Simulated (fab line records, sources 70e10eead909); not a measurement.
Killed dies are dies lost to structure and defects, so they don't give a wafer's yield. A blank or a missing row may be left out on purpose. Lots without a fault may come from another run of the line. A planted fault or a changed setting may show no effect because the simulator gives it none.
fab line records | flow nand_harc
record lots=10 wafers=30 last_day=33
route steps=1302 shown A_CHANNEL_HOLE_D1@463 END@1302
lots that met no fault: from a run of the same line without faults
start_h: hours from the record's first day to the start of the lot's first wafer shown | wait_h: hours since the lot's step before | " the same as in the row above | L1.1+2: a row that stands for several wafers | - no value, or no start given | * or withheld: withheld | < > ~ a bound
route shown NAME@n: a module of which the file shows steps, and the number in the route of the first | usual: mean/standard deviation of fault-free wafers | same: alike in all rows | chamber/n: place in a boat | sites: the reading at each site | _std_site: their standard deviation | _edge_site: outer sites' mean less inner sites' | radius_mm: how far each site lies from the wafer's centre | mask NAME#n: copy n | behind: the tool/chamber that last shaped the wafer | hold: why the lot was held/for how many hours/how that ended | device: the transistor (n, p or np) that didn't switch | end of line: the same wafers' tests at the end of the route | a step without rows: its recipe alone | killed: dies lost to structure and defects at the first sort, not the wafer's yield | map: a wafer's dies, x killed, . not, _ none there
set.NAME: the setting as run; set.NAME@STEP: as run at that earlier step | model.NAME: the simulator's own value behind a step, which no gauge read
steps of the route over a sample of lots; a table a step, a row a wafer
services: from which hour (start_h, from the record's first day; less than 0 if before it) a tool's chamber was out of use, for how many hours, and why
## steps
# step NHARC_A_CHANNEL_HOLE_D1_OVL_MEAS_11
# usual overlay_x_nm=-0.1/0.67 overlay_y_nm=0.0/0.93
# columns lot.wafer tool chamber start_h wait_h overlay_x_nm overlay_y_nm
L318.4 overlay-01 - 176.26 - -1.0 0.4
L318.5 " - " " 0.0 0.5
L318.6 " - " " -0.6 0.4
L319.1 overlay-01 - 195.84 - 0.1 1.1
L319.2 " - " " 0.7 0.8
L319.6 " - " " 0.6 0.6
L327.2 overlay-01 - 271.68 - -0.4 0.5
L327.3 " - " " -0.5 0.6
L327.4 " - " " -0.5 0.6
L328.1 overlay-02 - 288.75 - 0.5 -1.2
L328.3 " - " " 0.0 -0.8
L328.5 " - " " -0.1 -1.2
L330.1 overlay-01 - 294.54 - -1.2 0.0
L330.5 " - " " -1.4 0.6
L330.6 " - " " -0.7 0.8
L336.4 overlay-02 - 367.14 - 0.7 1.3
L336.5 " - " " 0.1 1.7
L336.6 " - " " 0.2 1.0
L337.2 overlay-01 - 372.37 - -0.5 -0.3
L337.3 " - " " -0.9 -0.3
L337.6 " - " " -1.3 -0.5
L338.1 overlay-01 - 379.94 - -0.4 0.3
L338.4 " - " " -0.5 0.6
L338.5 " - " " -0.2 0.3
L340.1 overlay-01 - 398.89 - -0.3 0.4
L340.3 " - " " -0.7 0.4
L340.6 " - " " -0.1 0.0
L341.2 overlay-02 - 409.69 - -0.3 -0.3
L341.4 " - " " 0.0 -0.1
L341.5 " - " " -0.3 -0.4
# step NHARC_A_CHANNEL_HOLE_D1_INSPECT_12
# usual raw_defect_count=5.6/2.9
# columns lot.wafer tool chamber start_h wait_h raw_defect_count
L318.4 defect_inspect-01 - 176.30 0.0 5
L318.5 " - " " 6
L318.6 " - " " 9
L319.1 defect_inspect-02 - 195.87 0.0 6
L319.2 " - " " 7
L319.6 " - " " 4
L327.2 defect_inspect-01 - 271.72 0.0 3
L327.3 " - " " 6
L327.4 " - " " 3
L328.1 defect_inspect-01 - 288.79 0.0 3
L328.3 " - " " 2
L328.5 " - " " 9
L330.1 defect_inspect-02 - 294.57 0.0 7
L330.5 " - " " 6
L330.6 " - " " 5
L336.4 defect_inspect-02 - 367.17 0.0 2
L336.5 " - " " 4
L336.6 " - " " 4
L337.2 defect_inspect-01 - 372.40 0.0 5
L337.3 " - " " 8
L337.6 " - " " 5
L338.1 defect_inspect-02 - 379.97 0.0 10
L338.4 " - " " 13
L338.5 " - " " 4
L340.1 defect_inspect-02 - 398.95 0.1 9
L340.3 " - " " 7
L340.6 " - " " 3
L341.2 defect_inspect-01 - 409.72 0.0 6
L341.4 " - " " 4
L341.5 " - " " 5
# step NHARC_A_CHANNEL_HOLE_D1_ETCH_34
# recipe target_depth_a=1540 time_s=77 cf4_flow_sccm=100 chf3_flow_sccm=30 ar_flow_sccm=0 rf_w=500 bias_w=200 chemistry=CF4/CHF3
# usual bias_w=200.0/0.55 cf4_flow_sccm=99.99/0.27 drypump_motor_current_A=5.6/0.38 mfc_ar_sccm=0.009/0.0074 oes_product_au=0.959/0.023 rf_vpp_V=369.2/1.8 showerhead_plenum_p_Torr=1.54/0.047 throttle_valve_pct=16.803/0.0095
# columns lot.wafer tool chamber start_h wait_h bias_w cf4_flow_sccm drypump_motor_current_A mfc_ar_sccm oes_product_au rf_hours_counter_h rf_vpp_V showerhead_plenum_p_Torr throttle_valve_pct
L318.4 rie_diel-08 1 - - 199.7 100.01 5.9 0.021 0.958 50 370.4 1.57 16.803
L318.5 " 1 " " 200.5 99.81 5.9 0.021 0.971 - 371.2 1.57 16.788
L318.6 " 2 " " 199.6 100.18 5.4 0 0.962 - 371.4 1.59 16.799
L319.2 rie_diel-09 2 - - 200.4 99.95 5.1 0.017 0.956 4 370.2 1.57 16.792
L319.1 " 1 " " 199.6 99.86 5.1 0 0.993 4 370.0 1.57 16.804
L319.6 " 3 " " 201.1 99.63 5.7 0.007 0.987 - 367.6 1.49 16.823
L327.2 rie_diel-09 3 - - 200.5 100.10 5.7 0.007 0.942 10 367.3 1.49 16.823
L327.4 " 0 " " 199.7 99.64 6.0 0.016 0.933 11 368.7 1.49 16.809
L327.3 " 2 " " 200.5 100.06 5.1 0.017 0.923 11 370.7 1.57 16.812
L328.3 rie_diel-09 0 - - 200.2 100.43 6.0 0.016 0.935 12 366.6 1.49 16.810
L328.1 " 1 " " 199.8 99.98 5.1 0 0.926 12 370.9 1.57 16.800
L328.5 " 2 " " 199.7 99.68 5.1 0.017 0.925 - 370.1 1.57 16.809
L330.1 rie_diel-13 3 - - 198.9 99.82 6.6 0.000 0.984 46 368.3 1.49 16.794
L330.5 " 2 " " 199.0 100.16 5.9 0 0.992 - 370.8 1.59 16.786
L330.6 " 3 " " 198.5 100.14 6.6 0.000 0.974 - 367.9 1.49 16.788
L336.4 rie_diel-09 0 - - 199.5 99.87 6.0 0.016 0.977 4 368.5 1.48 16.804
L336.5 " 0 " " 199.3 99.95 5.9 0.016 0.979 - 367.6 1.48 16.797
L336.6 " 1 " " 199.8 99.83 5.1 0 0.957 - 370.5 1.57 16.809
L337.3 rie_diel-09 1 - - 200.5 100.17 5.1 0 0.970 5 372.0 1.57 16.811
L337.2 " 0 " " 200.9 99.89 5.9 0.016 0.983 6 367.3 1.48 16.804
L337.6 " 2 " " 200.4 99.57 5.1 0.017 0.968 - 368.3 1.57 16.799
L338.1 rie_diel-09 2 - - 199.8 100.12 5.1 0.017 0.954 6 371.2 1.56 16.793
L338.4 " 3 " " 200.0 100.04 5.7 0.007 0.964 7 368.6 1.49 16.815
L338.5 " 3 " " 200.0 100.41 5.7 0.007 0.969 - 368.8 1.49 16.787
L340.1 rie_diel-09 1 - - 199.4 100.60 5.1 0 0.981 7 370.6 1.57 16.809
L340.3 " 3 " " 200.8 99.99 5.7 0.007 0.960 8 367.0 1.49 16.805
L340.6 " 0 " " 200.2 100.19 6.0 0.016 0.968 - 366.3 1.48 16.816
L341.4 rie_diel-09 2 - - 200.1 100.86 5.1 0.017 0.927 8 371.8 1.56 16.801
L341.2 " 3 " " 199.1 99.90 5.7 0.007 0.926 9 366.8 1.49 16.801
L341.5 " 2 " " 199.8 100.03 5.1 0.017 0.927 - 370.7 1.56 16.794
# step NHARC_A_CHANNEL_HOLE_D1_ETCH_21
# recipe bias_v=3000 source_w=withheld pressure_mtorr=20 time_s=514.3 ar_flow_sccm=375 c4f8_flow_sccm=89.3 o2_flow_sccm=35.7 temp_c=-20 target_depth_a=16000 chemistry=C4F8/O2/Ar
# usual c4f8_flow_sccm=89.30/0.25 chamber_pressure_mTorr=19.998/0.018 drypump_motor_current_A=6.1/0.45 mfc_ar_sccm=375.1/1.1 oes_air_line_au=1.001/0.023 showerhead_plenum_p_Torr=3.65/0.11 temp_c=-20.02/0.11 throttle_valve_pct=32.155/0.0089
# columns lot.wafer tool chamber start_h wait_h c4f8_flow_sccm chamber_pressure_mTorr drypump_motor_current_A mfc_ar_sccm oes_air_line_au rf_hours_counter_h showerhead_plenum_p_Torr temp_c throttle_valve_pct
L318.4 har_etch-01 1 178.19 0.3 89.86 20.011 6.5 374.6 1.023 - 3.74 -19.97 32.161
L318.5 " 0 " " 89.27 19.964 6.5 373.8 1.000 - 3.51 -19.97 32.151
L318.6 " 1 " " 89.33 19.988 6.6 374.6 0.984 - 3.74 -20.03 32.145
L319.2 har_etch-01 0 200.08 0.3 88.89 20.004 6.4 375.8 1.018 96 3.50 -19.94 32.141
L319.1 " 1 " " 89.48 19.985 6.6 377.5 1.033 96 3.73 -19.98 32.167
L319.6 " 1 " " 89.30 20.009 6.5 375.6 0.992 - 3.73 -20.16 32.168
L327.2 har_etch-01 0 279.81 0.3 - - - - - - - - -
L327.3 " 0 " " - - - - - - - - -
L327.4 " 1 " " - - - - - - - - -
L328.1 har_etch-01 0 292.00 0.3 - - - - - - - - -
L328.3 " 0 " " - - - - - - - - -
L328.5 " 0 " " - - - - - - - - -
L330.1 har_etch-01 1 296.24 0.3 89.81 20.016 6.6 375.1 0.997 154 3.70 -19.97 32.152
L330.6 " 1 " " 89.56 20.011 6.6 375.9 1.010 - 3.70 -20.01 32.165
L330.5 " 0 " " 88.97 20.003 6.5 374.5 0.975 - 3.47 -19.88 32.169
L336.4 har_etch-01 1 369.06 0.3 89.15 19.988 6.5 374.3 1.002 - 3.68 -19.92 32.159
L336.5 " 0 " " 89.63 19.995 6.4 375.5 1.005 - 3.45 -19.86 32.165
L336.6 " 1 " " 89.05 20.009 6.5 375.2 0.975 - 3.68 -19.92 32.160
L337.2 har_etch-01 0 374.25 0.3 89.27 20.021 6.5 373.5 1.014 199 3.45 -19.94 32.156
L337.3 " 0 " " 89.41 20.017 6.5 374.4 0.998 - 3.45 -20.00 32.154
L337.6 " 0 " " 89.33 20.000 6.5 373.5 0.977 - 3.45 -20.02 32.153
L338.1 har_etch-01 0 382.67 0.3 89.05 20.009 6.5 376.1 1.025 207 3.44 -19.99 32.153
L338.4 " 1 " " 89.17 20.001 6.6 376.5 1.031 - 3.67 -19.87 32.135
L338.5 " 1 " " 88.77 20.002 6.6 376.8 0.999 - 3.67 -19.98 32.156
L340.1 har_etch-02 0 402.46 0.3 89.29 20.012 5.6 375.4 1.001 8 3.70 -19.82 32.159
L340.3 " 1 " " 89.39 19.996 5.7 374.5 1.017 - 3.71 -19.97 32.162
L340.6 " 0 " " 89.31 20.003 5.5 375.5 0.999 - 3.70 -19.98 32.156
L341.2 har_etch-02 1 416.03 0.3 89.14 20.013 5.6 374.5 1.009 16 3.70 -20.18 32.164
L341.4 " 0 " " 89.05 19.982 5.6 373.7 0.982 - 3.70 -20.18 32.145
L341.5 " 1 " " 89.12 19.990 5.7 377.2 0.997 - 3.70 -20.04 32.148
# step NHARC_A_CHANNEL_HOLE_D1_CD_MEAS_30
# usual cd_nm=89.8/1.1
# columns lot.wafer tool chamber start_h wait_h cd_nm
L318.4 cd_sem-01 - 183.08 - 91.0
L318.5 " - " " 89.8
L318.6 " - " " 88.8
L319.1 cd_sem-01 - 205.17 - 88.8
L319.2 " - " " 89.4
L319.6 " - " " 89.5
L327.2 cd_sem-02 - 284.93 - 1.0
L327.3 " - " " -0.1
L327.4 " - " " -0.6
L328.1 cd_sem-02 - 297.10 - 1.2
L328.3 " - " " 2.1
L328.5 " - " " -0.3
L330.1 cd_sem-01 - 301.34 - 90.8
L330.5 " - " " 90.0
L330.6 " - " " 89.5
L336.4 cd_sem-02 - 374.47 - 90.9
L336.5 " - " " 90.6
L336.6 " - " " 90.7
L337.2 cd_sem-03 - 379.50 - 91.0
L337.3 " - " " 90.1
L337.6 " - " " 92.3
L338.1 cd_sem-03 - 387.67 - 89.8
L338.4 " - " " 90.0
L338.5 " - " " 88.3
L340.1 cd_sem-02 - 412.70 - 88.8
L340.3 " - " " 87.8
L340.6 " - " " 89.3
L341.2 cd_sem-02 - 421.01 - 92.1
L341.4 " - " " 91.1
L341.5 " - " " 89.9
# step NHARC_A_CHANNEL_HOLE_D1_XSEM_31
# recipe landing_energy_ev=35000
# usual bot_cd_nm=74.3/1.2 bow_nm=8.7/0.32 tilt_deg=0.07/0.038
# same landing_energy_ev=35000
# columns lot.wafer tool chamber start_h wait_h bot_cd_nm bow_nm tilt_deg
L318.4 xsem-01 0 183.17 0.1 75.7 9.0 0.11
L318.5 " 0 " " 74.8 9.1 0.11
L318.6 " 0 " " 74.2 8.9 0.11
L319.1 xsem-01 0 205.26 0.1 73.3 8.6 0.11
L319.2 " 0 " " 73.4 8.6 0.11
L319.6 " 0 " " 74.1 8.5 0.11
L327.2 xsem-02 0 285.02 0.1 1.3 0.0 0.01
L327.3 " 0 " " 0.3 0.0 0.01
L327.4 " 0 " " 0.0 0.0 0.01
L328.1 xsem-01 0 297.20 0.1 1.6 0.4 0.13
L328.3 " 0 " " 2.3 0.4 0.13
L328.5 " 0 " " 0.2 0.4 0.13
L330.1 xsem-01 0 301.42 0.1 74.5 9.3 0.15
L330.5 " 0 " " 75.6 9.2 0.14
L330.6 " 0 " " 74.2 9.3 0.14
L336.4 xsem-02 0 374.56 0.1 76.5 9.2 0.04
L336.5 " 0 " " 75.9 9.2 0.04
L336.6 " 0 " " 75.3 9.2 0.04
L337.2 xsem-02 0 379.59 0.1 74.8 9.3 0.13
L337.3 " 0 " " 74.2 9.3 0.13
L337.6 " 0 " " 75.9 9.3 0.13
L338.1 xsem-02 0 387.77 0.1 73.8 8.8 0.06
L338.4 " 0 " " 73.4 8.7 0.06
L338.5 " 0 " " 72.4 8.8 0.06
L340.1 xsem-01 0 412.79 0.1 72.9 8.8 0.11
L340.3 " 0 " " 71.2 8.8 0.11
L340.6 " 0 " " 73.0 8.8 0.11
L341.2 xsem-01 0 421.09 0.1 76.9 8.9 0.06
L341.4 " 0 " " 74.8 8.8 0.06
L341.5 " 0 " " 74.1 8.9 0.06
# step NHARC_END_SORT_01
# recipe temp_c=25
# usual killed_at_array=55/20 killed_at_other=1.2/1.3 killed_at_periphery=4.0/3 killed_dies=60/21 killed_open=3.2/1.9 killed_short=2.5/1.6
# same gross_dies=677
# columns lot.wafer tool chamber start_h wait_h killed_at_array killed_at_other killed_at_periphery killed_dies killed_open killed_short
L328.1 prober-02 0 684.69 2.5 670 2 5 677 5 6
L328.3 prober-02 0 686.30 3.1 672 2 3 677 4 2
L328.5 prober-02 0 687.91 3.7 666 2 9 677 6 6
L330.1 prober-01 0 684.72 2.5 68 0 8 76 4 1
L330.5 prober-01 0 687.89 3.7 52 3 6 61 4 1
L330.6 prober-01 0 688.69 4.0 65 1 2 68 2 3
L327.2 prober-01 0 693.28 2.8 673 1 3 677 4 3
L327.3 prober-01 0 694.07 3.1 669 6 2 677 7 1
L327.4 prober-01 0 694.85 3.4 675 1 1 677 6 10
L337.2 prober-01 0 763.77 2.8 54 1 0 55 3 2
L337.3 prober-01 0 764.56 3.1 58 0 6 64 2 3
L337.6 prober-01 0 766.94 4.0 64 0 3 67 3 4
# killed by level:class
L328.1 A_CHANNEL_HOLE_D1:area_etch=637 A_CHANNEL_HOLE_D2:chamber_film_flake=7 A_CHANNEL_HOLE_D1:chamber_film_flake=5 A_CONTACT:chamber_film_flake=4 A_CHANNEL_FILL_D1:geometric_particle:short=3 A_STAIRCASE:chamber_film_flake=3 A_SLIT:chamber_film_flake=3 A_CHANNEL_HOLE_D1:geometric_particle:open=2
L330.1 A_SLIT:chamber_film_flake=34 A_CHANNEL_HOLE_D2:chamber_film_flake=12 A_CONTACT:chamber_film_flake=9 P_BONDPAD:chamber_film_flake=5 A_CHANNEL_HOLE_D1:chamber_film_flake=3 P_GATE:chamber_film_flake=2 A_WL_FILL:chamber_film_flake=2 A_ONON_D1:geometric_particle:short=1
L328.3 A_CHANNEL_HOLE_D1:area_etch=649 A_CHANNEL_HOLE_D1:chamber_film_flake=4 A_CHANNEL_HOLE_D2:chamber_film_flake=4 A_CONTACT:chamber_film_flake=4 A_SLIT:chamber_film_flake=3 P_STI:chamber_film_flake=2 A_STAIRCASE:chamber_film_flake=2 THIN_TSV:chamber_film_flake=2
L330.5 A_SLIT:chamber_film_flake=17 A_CHANNEL_HOLE_D2:chamber_film_flake=12 A_CHANNEL_HOLE_D1:chamber_film_flake=8 A_CONTACT:chamber_film_flake=7 A_STAIRCASE:chamber_film_flake=3 P_GATE:chamber_film_flake=2 P_BONDPAD:chamber_film_flake=2 THIN_TSV:chamber_film_flake=2
L328.5 A_CHANNEL_HOLE_D1:area_etch=636 A_CHANNEL_HOLE_D1:chamber_film_flake=8 A_SLIT:chamber_film_flake=6 P_STI:chamber_film_flake=5 A_CHANNEL_HOLE_D1:geometric_particle:short=4 A_CHANNEL_HOLE_D1:geometric_particle:open=2 A_CHANNEL_HOLE_D2:chamber_film_flake=2 THIN_TSV:chamber_film_flake=2
L330.6 A_SLIT:chamber_film_flake=31 A_CHANNEL_HOLE_D2:chamber_film_flake=15 A_CHANNEL_HOLE_D1:chamber_film_flake=5 A_STAIRCASE:chamber_film_flake=3 A_WL_FILL:chamber_film_flake=3 A_CONTACT:chamber_film_flake=3 A_ONON_D1:geometric_particle:short=1 A_DECK1_JOINT:geometric_particle:short=1
L327.2 A_CHANNEL_HOLE_D1:area_etch=629 A_SLIT:chamber_film_flake=21 A_CHANNEL_HOLE_D1:chamber_film_flake=6 A_CHANNEL_HOLE_D2:chamber_film_flake=5 A_STAIRCASE:chamber_film_flake=2 A_SLIT:unspecified=2 A_BONDPAD:chamber_film_flake=2 P_CONTACT:geometric_particle:open=1
L327.3 A_CHANNEL_HOLE_D1:area_etch=615 A_SLIT:chamber_film_flake=24 THIN_TSV:chamber_film_flake=6 A_CHANNEL_HOLE_D1:chamber_film_flake=5 A_STAIRCASE:chamber_film_flake=5 A_CHANNEL_HOLE_D2:chamber_film_flake=4 A_CHANNEL_HOLE_D1:geometric_particle:open=3 A_M0:geometric_particle:open=2
L327.4 A_CHANNEL_HOLE_D1:area_etch=597 A_SLIT:chamber_film_flake=28 A_CHANNEL_HOLE_D2:chamber_film_flake=14 A_CHANNEL_HOLE_D1:chamber_film_flake=11 A_CHANNEL_HOLE_D1:geometric_particle:short=5 A_STAIRCASE:chamber_film_flake=5 A_CHANNEL_HOLE_D1:geometric_particle:open=3 A_DECK1_JOINT:geometric_particle:short=2
L337.2 A_SLIT:chamber_film_flake=19 A_CHANNEL_HOLE_D1:chamber_film_flake=14 A_CHANNEL_HOLE_D2:chamber_film_flake=12 A_CONTACT:chamber_film_flake=3 A_DECK1_JOINT:geometric_particle:open=1 A_SGD_CUT:geometric_particle:short=1 A_WL_FILL:geometric_particle:short=1 A_BLC:geometric_particle:open=1
L337.3 A_SLIT:chamber_film_flake=20 A_CHANNEL_HOLE_D2:chamber_film_flake=19 A_CHANNEL_HOLE_D1:chamber_film_flake=8 A_CONTACT:chamber_film_flake=6 A_STAIRCASE:chamber_film_flake=2 P_GATE:geometric_particle:short=1 P_CONTACT:geometric_particle:open=1 P_CONTACT:geometric_particle:short=1
L337.6 A_CHANNEL_HOLE_D2:chamber_film_flake=27 A_SLIT:chamber_film_flake=21 A_STAIRCASE:chamber_film_flake=4 A_ONON_D2:geometric_particle:short=3 A_CHANNEL_HOLE_D1:chamber_film_flake=3 A_ONON_D2:geometric_particle:open=2 P_M0:geometric_particle:short=1 A_CHANNEL_HOLE_D1:geometric_particle:open=1
## services
# columns tool chamber start_h hours kind
rie_diel-13 - 165.06 9.0 pm
rie_diel-09 0 176.60 - clean
rie_diel-09 1 176.60 - clean
rie_diel-09 2 176.60 - clean
rie_diel-09 3 176.60 - clean
rie_diel-08 0 186.29 6.8 repair
rie_diel-08 - 190.89 9.0 pm
rie_diel-09 0 201.10 - clean
rie_diel-09 1 201.10 - clean
rie_diel-09 2 201.10 - clean
rie_diel-09 3 201.10 - clean
rie_diel-13 - 211.85 0.2 repair
rie_diel-08 3 212.60 1.8 repair
rie_diel-13 0 219.10 4.8 repair
rie_diel-09 0 225.60 - clean
rie_diel-09 3 232.56 7.2 repair
rie_diel-08 1 294.71 2.7 repair
rie_diel-09 - 320.10 9.0 pm
rie_diel-13 - 342.06 9.0 pm
har_etch-01 - 362.35 4.3 repair
rie_diel-08 - 368.13 9.0 pm
xsem-01 - 374.00 14.0 pm
har_etch-02 - 377.00 17.0 pm
xsem-02 - 410.70 7.6 repair
## key
first_sign step=NHARC_A_CHANNEL_HOLE_D1_ETCH_21 reading=tool_record direction=missing
effect step=NHARC_A_CHANNEL_HOLE_D1_CD_MEAS_30 reading=cd_nm direction=down sigmas=79 usual=89.8 struck=0.6
effect step=NHARC_A_CHANNEL_HOLE_D1_XSEM_31 reading=bot_cd_nm direction=down sigmas=61 usual=74.3 struck=1.0
effect step=NHARC_END_SORT_01 reading=killed_at_array direction=up sigmas=30 usual=55 struck=671
more_kills_born_at NHARC_A_CHANNEL_HOLE_D1_ETCH_21@har_etch-01=3763
met_at NHARC_A_CHANNEL_HOLE_D1_ETCH_21
struck_lots L327,L328
later_rows_left_out L327.2,L327.3,L327.4,L328.1,L328.3,L328.5
tester_left_out L327,L328
not_acting_at NHARC_A_CHANNEL_HOLE_D1_OVL_MEAS_11,NHARC_A_CHANNEL_HOLE_D1_INSPECT_12,NHARC_A_CHANNEL_HOLE_D1_ETCH_34
onset_between 200.08 279.81
fault kind=skipped_step_whole tool=har_etch-01 chamber=- onset_h=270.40 steps=NHARC_A_CHANNEL_HOLE_D1_ETCH_21 scope=struck_lots_only
# tester_left_out: of these lots the tester's yield and bins aren't shown, on N5 and GAA mostly nor the transistor test; their killed dies are dies lost to structure and defects alone, not to doping, threshold or leakage, so they don't give the yield
# later_rows_left_out: the simulator's readings of these wafers behind a module that went badly wrong aren't trusted and aren't shown, but for the sort
